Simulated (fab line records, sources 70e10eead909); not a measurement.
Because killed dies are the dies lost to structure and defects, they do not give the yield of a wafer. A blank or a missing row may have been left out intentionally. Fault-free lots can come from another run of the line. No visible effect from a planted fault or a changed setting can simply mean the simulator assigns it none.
fab line records ; flow nand-harc
record lots=5; wafers=15; last-day=33
route steps=1302 shown P_M1@291
lots that met no fault: from a run of the same line without faults
start-h: start of the lot's first displayed wafer, in hours after the record's first day ; wait-h: hours since the lot's step before ; " repeats the value in the row above ; L1.1+2: a row that stands for several wafers ; - no value, or no start was given ; * or withheld: withheld ; < > ~ a bound
route shown NAME@n: a module of which the file shows steps, and the number in the route of the first ; usual: average and standard deviation across the fault-free wafers ; same: alike in all rows ; chamber/n: place in a boat ; sites: each site's reading ; _std_site: how widely they spread, as a standard deviation ; _edge_site: mean of outer sites minus mean of inner sites ; radius-mm: for every site, how far away it sits from the centre of the wafer ; mask NAME#n: copy n ; behind: the most recent tool/chamber to have shaped the wafer ; hold: why the lot went on hold/how many hours it stayed there/how the hold came to an end ; device: transistor that didn't switch, given as n, p or np ; end of line: the tests these same wafers got at the end of their route ; step lacking rows: just its recipe ; killed: count of dies lost to structure and defects at first sort (not the wafer's yield) ; map: per-die view of a wafer (x killed, . not killed, _ where there is no die)
set.NAME: the run value of the setting; set.NAME@STEP: its run value at that earlier step ; model.NAME: the simulator's own value behind a step, which no gauge read
certain route steps with their lots: each step a table, each wafer a row
services: the hour from which a tool's chamber was out of use, counted from the record's first day as start-h (under 0 if before that day), plus the number of hours and why
## steps
# step NHARC_P_M1_EBR_05
# step NHARC_P_M1_EXPOSE_06
# recipe na=1.35; target-cd-nm=130; dose-mj=81.88; mask-id=P_M1
# step NHARC_P_M1_PEB_07
# recipe peb-temp-c=100; peb-time-s=65
# step NHARC_P_M1_DEVELOP_08
# recipe develop-time-s=35; dev-temp-c=23
# step NHARC_P_M1_CD_MEAS_09
# recipe target-cd-nm=130; landing-energy-ev=500
# usual cd-nm=130.2/0.6
lot.wafer;tool;chamber;start-h;wait-h;cd-nm
L816.1;cd-sem-01;0;186.47;-;130.9
L816.4;cd-sem-01;0;186.47;-;131.1
L816.5;cd-sem-01;0;186.47;-;130.9
L818.3;cd-sem-02;0;195.33;-;129.6
L818.4;cd-sem-02;0;195.33;-;130.2
L818.5;cd-sem-02;0;195.33;-;130.3
L820.2;cd-sem-01;0;211.70;-;130.8
L820.4;cd-sem-01;0;211.70;-;130.8
L820.5;cd-sem-01;0;211.70;-;131.0
L832.1;cd-sem-03;0;321.97;-;130.1
L832.4;cd-sem-03;0;321.97;-;130.5
L832.6;cd-sem-03;0;321.97;-;131.0
L834.3;cd-sem-03;0;350.95;-;129.7
L834.5;cd-sem-03;0;350.95;-;130.2
L834.6;cd-sem-03;0;350.95;-;129.2
# step NHARC_P_M1_OVL_MEAS_10
# recipe pitch-nm=260
# usual overlay-x-nm=0.2/0.88; overlay-y-nm=0.2/0.88
lot.wafer;tool;chamber;start-h;wait-h;overlay-x-nm;overlay-y-nm
L816.1;overlay-01;-;186.55;-;1.5;0.0
L816.4;overlay-01;-;186.55;-;1.6;0.4
L816.5;overlay-01;-;186.55;-;1.2;0.4
L818.3;overlay-01;-;195.42;-;0.9;1.6
L818.4;overlay-01;-;195.42;-;0.1;1.2
L818.5;overlay-01;-;195.42;-;0.8;1.5
L820.2;overlay-01;-;211.79;-;0.6;1.7
L820.4;overlay-01;-;211.79;-;0.4;1.8
L820.5;overlay-01;-;211.79;-;1.0;1.6
L832.1;overlay-01;-;322.06;-;-0.1;1.1
L832.4;overlay-01;-;322.06;-;0.3;1.3
L832.6;overlay-01;-;322.06;-;0.2;1.4
L834.3;overlay-02;-;351.03;-;0.1;-1.0
L834.5;overlay-02;-;351.03;-;0.9;-0.3
L834.6;overlay-02;-;351.03;-;0.0;-0.7
# step NHARC_P_M1_INSPECT_11
# usual raw-defect-count=4.4/2.8
lot.wafer;tool;chamber;start-h;wait-h;raw-defect-count
L816.1;defect-inspect-01;-;186.59;0.0;2
L816.4;defect-inspect-01;-;186.59;0.0;6
L816.5;defect-inspect-01;-;186.59;0.0;3
L818.3;defect-inspect-01;-;195.45;0.0;1
L818.4;defect-inspect-01;-;195.45;0.0;3
L818.5;defect-inspect-01;-;195.45;0.0;3
L820.2;defect-inspect-02;-;211.82;0.0;7
L820.4;defect-inspect-02;-;211.82;0.0;2
L820.5;defect-inspect-02;-;211.82;0.0;12
L832.1;defect-inspect-02;-;322.09;0.0;8
L832.4;defect-inspect-02;-;322.09;0.0;5
L832.6;defect-inspect-02;-;322.09;0.0;9
L834.3;defect-inspect-02;-;351.07;0.0;4
L834.5;defect-inspect-02;-;351.07;0.0;5
L834.6;defect-inspect-02;-;351.07;0.0;1
# step NHARC_P_M1_DESCUM_14
# recipe time-s=3; o2-flow-sccm=200; ar-flow-sccm=0; bias-power-w=0; chemistry=O2
# usual drypump-motor-current-A=5.9/0.54; o2-flow-sccm=200.0/0.57; oes-product-au=1.001/0.0087; rf-vpp-V=57.7/0.92; showerhead-plenum-p-Torr=1.88/0.082; throttle-valve-pct=11.312/0.0089
lot.wafer;tool;chamber;start-h;wait-h;drypump-motor-current-A;o2-flow-sccm;oes-product-au;rf-hours-counter-h;rf-vpp-V;showerhead-plenum-p-Torr;throttle-valve-pct
L816.1;rie-diel-12;2;186.67;0.1;5.6;200.1;0.997;7;56.7;1.86;11.307
L816.4;rie-diel-12;3;186.67;0.1;5.8;199.1;0.993;7;57.9;2.01;11.314
L816.5;rie-diel-12;1;186.67;0.1;5.7;199.8;0.998;-;59.1;1.77;11.303
L818.3;rie-diel-01;0;195.51;0.1;4.9;199.8;0.988;45;57.9;1.84;11.323
L818.4;rie-diel-01;3;195.51;0.1;5.9;200.8;0.994;56;56.5;1.86;11.310
L818.5;rie-diel-01;0;195.51;0.1;4.9;198.9;0.991;-;57.9;1.84;11.305
L820.2;rie-diel-12;0;211.88;0.1;5.4;199.6;0.999;11;58.1;2.00;11.302
L820.4;rie-diel-12;2;211.88;0.1;5.7;199.9;1.007;8;58.4;1.86;11.319
L820.5;rie-diel-12;1;211.88;0.1;5.7;199.6;0.996;-;56.5;1.77;11.310
L832.4;rie-diel-12;0;322.16;0.1;5.4;200.9;0.987;4;56.7;2.00;11.309
L832.1;rie-diel-12;2;322.16;0.1;5.6;199.6;1.007;5;57.3;1.86;11.306
L832.6;rie-diel-12;1;322.16;0.1;5.7;200.8;1.001;-;56.8;1.77;11.310
L834.3;rie-diel-09;1;351.13;0.1;5.4;200.4;1.012;1;57.8;1.79;11.303
L834.6;rie-diel-09;0;351.13;0.1;6.8;200.3;0.997;-;55.2;1.84;11.296
L834.5;rie-diel-09;1;351.13;0.1;5.4;200.4;1.009;-;57.6;1.79;11.310
# step NHARC_P_M1_ETCH_35
# recipe target-depth-a=400; overetch-a=120; time-s=43.94; ion-energy-ev=200; n2-flow-sccm=150; h2-flow-sccm=150; ar-flow-sccm=0; rf-w=400; bias-w=150; chemistry=N2/H2
# usual drypump-motor-current-A=5.9/0.53; n2-flow-sccm=150.0/0.44; oes-product-au=0.999/0.0097; rf-vpp-V=429.4/2.6; run-length-s=65.3/0.45; showerhead-plenum-p-Torr=2.00/0.086; throttle-valve-pct=14.172/0.0088
lot.wafer;tool;chamber;start-h;wait-h;drypump-motor-current-A;n2-flow-sccm;oes-product-au;rf-hours-counter-h;rf-vpp-V;run-length-s;showerhead-plenum-p-Torr;throttle-valve-pct
L816.4;rie-diel-12;2;186.74;0.1;5.6;149.7;1.010;7;428.6;65.9;1.98;14.166
L816.1;rie-diel-12;3;186.74;0.1;5.8;150.0;0.991;7;433.1;65.6;2.15;14.172
L816.5;rie-diel-12;1;186.74;0.1;5.7;150.0;0.994;-;427.2;65.4;1.89;14.186
L818.3;rie-diel-01;1;195.60;0.1;6.4;150.9;0.984;56;430.1;65.0;1.98;14.166
L818.4;rie-diel-01;3;195.60;0.1;6.0;149.4;1.004;56;430.1;64.4;1.98;14.170
L818.5;rie-diel-01;2;195.60;0.1;5.2;149.4;0.991;-;427.0;65.2;1.91;14.180
L820.2;rie-diel-12;0;211.97;0.1;5.4;149.5;0.989;11;433.3;64.6;2.14;14.195
L820.4;rie-diel-12;3;211.97;0.1;5.9;149.7;0.986;9;433.5;65.5;2.15;14.169
L820.5;rie-diel-12;1;211.97;0.1;5.7;150.2;0.996;-;427.2;65.0;1.89;14.168
L832.4;rie-diel-12;1;322.25;0.1;5.7;150.3;1.003;5;425.7;65.0;1.88;14.186
L832.1;rie-diel-12;2;322.25;0.1;5.6;149.4;1.015;5;430.1;66.3;1.98;14.169
L832.6;rie-diel-12;3;322.25;0.1;5.9;150.3;1.004;-;433.8;65.8;2.14;14.160
L834.3;rie-diel-09;0;351.26;0.1;6.8;150.2;1.007;1;428.0;65.1;1.96;14.158
L834.5;rie-diel-09;2;351.26;0.1;6.7;149.8;1.012;-;427.5;64.8;1.96;14.176
L834.6;rie-diel-09;3;351.26;0.1;5.8;150.2;1.015;-;431.1;65.8;2.00;14.170
# step NHARC_P_M1_ETCH_15
# recipe target-depth-a=1825; time-s=91.2; c4f8-flow-sccm=withheld; ar-flow-sccm=400; rf-w=600; bias-w=300; chemistry=C4F8/Ar
# usual oes-product-au=0.960/0.019; rf-vpp-V=439.4/2.6; run-length-s=112.6/0.44
lot.wafer;tool;chamber;start-h;wait-h;oes-product-au;rf-hours-counter-h;rf-vpp-V;run-length-s
L816.1;rie-diel-12;1;-;-;0.960;4;436.0;112.7
L816.4;rie-diel-12;3;-;-;0.974;7;443.5;112.7
L816.5;rie-diel-12;1;-;-;0.964;-;435.3;112.3
L818.3;rie-diel-01;3;-;-;0.965;56;438.9;111.9
L818.4;rie-diel-01;0;-;-;0.959;45;440.6;112.6
L818.5;rie-diel-01;3;-;-;0.964;-;440.7;111.8
L820.4;rie-diel-12;1;-;-;0.960;5;437.2;112.5
L820.2;rie-diel-12;0;-;-;0.952;11;442.3;112.2
L820.5;rie-diel-12;2;-;-;0.975;-;438.7;113.0
L832.1;rie-diel-12;3;-;-;0.979;5;443.1;112.4
L832.4;rie-diel-12;0;-;-;0.957;4;444.0;112.7
L832.6;rie-diel-12;3;-;-;0.984;-;442.0;113.0
L834.3;rie-diel-09;3;-;-;0.980;1;439.0;112.9
L834.5;rie-diel-09;0;-;-;0.959;-;438.6;112.2
L834.6;rie-diel-09;1;-;-;0.952;-;437.7;112.8
# step NHARC_P_M1_CD_MEAS_16
# usual cd-nm=130.2/0.74
lot.wafer;tool;chamber;start-h;wait-h;cd-nm
L816.1;cd-sem-03;-;186.96;-;131.2
L816.4;cd-sem-03;-;186.96;-;131.2
L816.5;cd-sem-03;-;186.96;-;130.7
L818.3;cd-sem-03;-;195.82;-;130.4
L818.4;cd-sem-03;-;195.82;-;130.2
L818.5;cd-sem-03;-;195.82;-;131.8
L820.2;cd-sem-03;-;212.19;-;130.6
L820.4;cd-sem-03;-;212.19;-;130.6
L820.5;cd-sem-03;-;212.19;-;131.1
L832.1;cd-sem-01;-;322.46;-;129.1
L832.4;cd-sem-01;-;322.46;-;129.8
L832.6;cd-sem-01;-;322.46;-;130.0
L834.3;cd-sem-02;-;351.48;-;129.4
L834.5;cd-sem-02;-;351.48;-;130.2
L834.6;cd-sem-02;-;351.48;-;129.1
# step NHARC_P_M1_STRIP_18
# recipe power-w=1000; n2-flow-sccm=150; h2-flow-sccm=150; ar-flow-sccm=0; bias-w=0; chemistry=N2/H2
# usual drypump-motor-current-A=5.9/0.54; n2-flow-sccm=150.0/0.42; oes-product-au=1.003/0.0092; rf-vpp-V=90.3/1; showerhead-plenum-p-Torr=1.98/0.079; throttle-valve-pct=14.172/0.0086
lot.wafer;tool;chamber;start-h;wait-h;drypump-motor-current-A;n2-flow-sccm;oes-product-au;rf-hours-counter-h;rf-vpp-V;showerhead-plenum-p-Torr;throttle-valve-pct
L816.4;rie-diel-01;1;187.03;0.1;6.4;149.9;0.990;54;89.9;1.98;14.189
L816.1;rie-diel-01;2;187.03;0.1;5.2;150.1;0.997;52;88.7;1.91;14.163
L816.5;rie-diel-01;2;187.03;0.1;5.2;149.4;0.987;-;90.3;1.91;14.170
L818.3;rie-diel-09;0;195.92;0.1;6.8;150.0;1.009;2;90.7;1.96;14.180
L818.4;rie-diel-09;2;195.92;0.1;6.7;150.2;1.010;2;90.2;1.96;14.167
L818.5;rie-diel-09;3;195.92;0.1;5.8;150.4;1.002;-;91.0;2.00;14.175
L820.2;rie-diel-09;2;212.26;0.1;6.7;149.9;1.010;2;89.7;1.96;14.180
L820.4;rie-diel-09;0;212.26;0.1;6.8;149.4;1.011;3;90.1;1.96;14.170
L820.5;rie-diel-09;3;212.26;0.1;5.8;150.3;0.997;-;90.2;2.00;14.175
L832.4;rie-diel-12;1;322.53;0.1;5.7;149.8;1.012;5;90.5;1.88;14.164
L832.1;rie-diel-12;2;322.53;0.1;5.7;150.3;1.006;5;91.5;1.98;14.168
L832.6;rie-diel-12;2;322.53;0.1;5.7;150.2;1.003;-;89.7;1.98;14.190
L834.3;rie-diel-09;3;351.62;0.1;5.8;149.5;1.007;1;90.8;2.00;14.176
L834.6;rie-diel-09;0;351.62;0.1;6.8;150.1;0.996;-;90.6;1.96;14.193
L834.5;rie-diel-09;1;351.62;0.1;5.4;149.6;1.019;-;88.9;1.90;14.175
# step NHARC_P_M1_ETCH_28
# recipe target-depth-a=300; over-etch-frac=0.3; time-s=72.99; ion-energy-ev=150; cf4-flow-sccm=50; n2-flow-sccm=100; ar-flow-sccm=150; rf-w=300; bias-w=100; chemistry=CF4/N2
# usual cf4-flow-sccm=50.01/0.14; drypump-motor-current-A=5.9/0.54; n2-flow-sccm=100.0/0.31; oes-product-au=1.003/0.0093; rf-vpp-V=312.9/1.7; run-length-s=94.4/0.43; showerhead-plenum-p-Torr=2.55/0.094; throttle-valve-pct=19.795/0.0098
lot.wafer;tool;chamber;start-h;wait-h;cf4-flow-sccm;drypump-motor-current-A;n2-flow-sccm;oes-product-au;rf-hours-counter-h;rf-vpp-V;run-length-s;showerhead-plenum-p-Torr;throttle-valve-pct
L816.4;rie-diel-01;1;187.27;-;49.85;6.4;99.6;0.996;54;312.8;94.5;2.55;19.799
L816.1;rie-diel-01;0;187.27;-;50.14;4.9;99.6;1.008;41;313.1;94.3;2.53;19.801
L816.5;rie-diel-01;1;187.27;-;49.62;6.4;99.5;1.000;-;314.5;94.7;2.55;19.778
L818.4;rie-diel-09;0;196.15;-;50.11;6.8;99.8;1.006;2;313.2;94.2;2.53;19.795
L818.3;rie-diel-09;1;196.15;-;50.06;5.4;100.4;1.008;2;310.3;94.9;2.47;19.786
L818.5;rie-diel-09;3;196.15;-;50.16;5.8;99.6;1.003;-;314.4;94.9;2.58;19.784
L820.2;rie-diel-09;1;212.50;-;50.08;5.4;100.2;0.998;2;311.0;94.8;2.47;19.796
L820.4;rie-diel-09;0;212.50;-;50.08;6.8;99.8;1.014;3;311.5;71.5;2.53;19.769
L820.5;rie-diel-09;2;212.50;-;50.11;6.7;100.2;1.009;-;312.9;94.0;2.53;19.793
L832.4;rie-diel-12;2;322.77;-;50.08;5.7;100.0;1.015;5;313.8;95.0;2.56;19.797
L832.1;rie-diel-12;3;322.77;-;50.17;5.8;99.6;1.001;5;317.1;95.0;2.75;19.815
L832.6;rie-diel-12;2;322.77;-;49.87;5.7;100.0;1.006;-;312.8;94.7;2.56;19.803
L834.3;rie-diel-09;2;351.80;-;50.06;6.7;100.3;1.007;1;312.5;93.6;2.53;19.797
L834.6;rie-diel-09;0;351.80;-;49.97;6.8;100.5;0.997;-;312.3;94.3;2.53;19.799
L834.5;rie-diel-09;1;351.80;-;50.14;5.4;99.6;1.011;-;312.8;94.7;2.46;19.794
# step NHARC_P_M1_STRIP_19
# recipe time-s=600; temp-c=30; chemistry=post-etch-residue-remover
## services
tool;chamber;start-h;hours;kind
rie-diel-09;-;163.58;0.4;repair
rie-diel-09;2;167.88;9.0;repair
rie-diel-12;0;174.26;-;clean
rie-diel-12;1;174.26;-;clean
rie-diel-12;2;174.26;-;clean
rie-diel-12;3;174.26;-;clean
rie-diel-12;2;187.25;2.9;repair
rie-diel-01;2;197.68;5.6;repair
rie-diel-12;0;198.76;-;clean
rie-diel-12;1;198.76;-;clean
rie-diel-12;2;198.76;-;clean
rie-diel-12;3;198.76;-;clean
rie-diel-01;-;203.83;9.0;pm
rie-diel-09;-;214.93;3.0;repair
rie-diel-12;0;223.26;-;clean
rie-diel-12;1;223.26;-;clean
rie-diel-12;2;223.26;-;clean
rie-diel-12;3;223.26;-;clean
rie-diel-01;3;223.79;11.7;repair
rie-diel-01;1;268.15;1.3;repair
rie-diel-12;-;268.43;9.0;pm
rie-diel-12;0;289.24;6.7;repair
rie-diel-09;-;320.10;9.0;pm
rie-diel-12;3;346.41;17.2;repair
## key
first-sign step=NHARC_P_M1_ETCH_28; reading=run-length-s; direction=down; sigmas=53; usual=*; struck=*
effect none on later readings
met-at NHARC_P_M1_ETCH_28
struck-wafers L820.4
later-rows-left-out L820.4
sort-left-out L820.4
onset-between 196.15 212.50
fault kind=process-parameter-drift; tool=rie-diel-09; chamber=0; onset-h=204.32; steps=NHARC_P_M1_ETCH_28; channel=time-s; offset=*; shape=step; end-h=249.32; acts-in=*; stated=*
# sort-left-out: the simulated sort isn't trusted on such a fault, so these wafers' sort isn't shown, and their yield isn't known
# later-rows-left-out: the simulator's readings of these wafers behind a module that went badly wrong aren't trusted and aren't shown, but for the sort
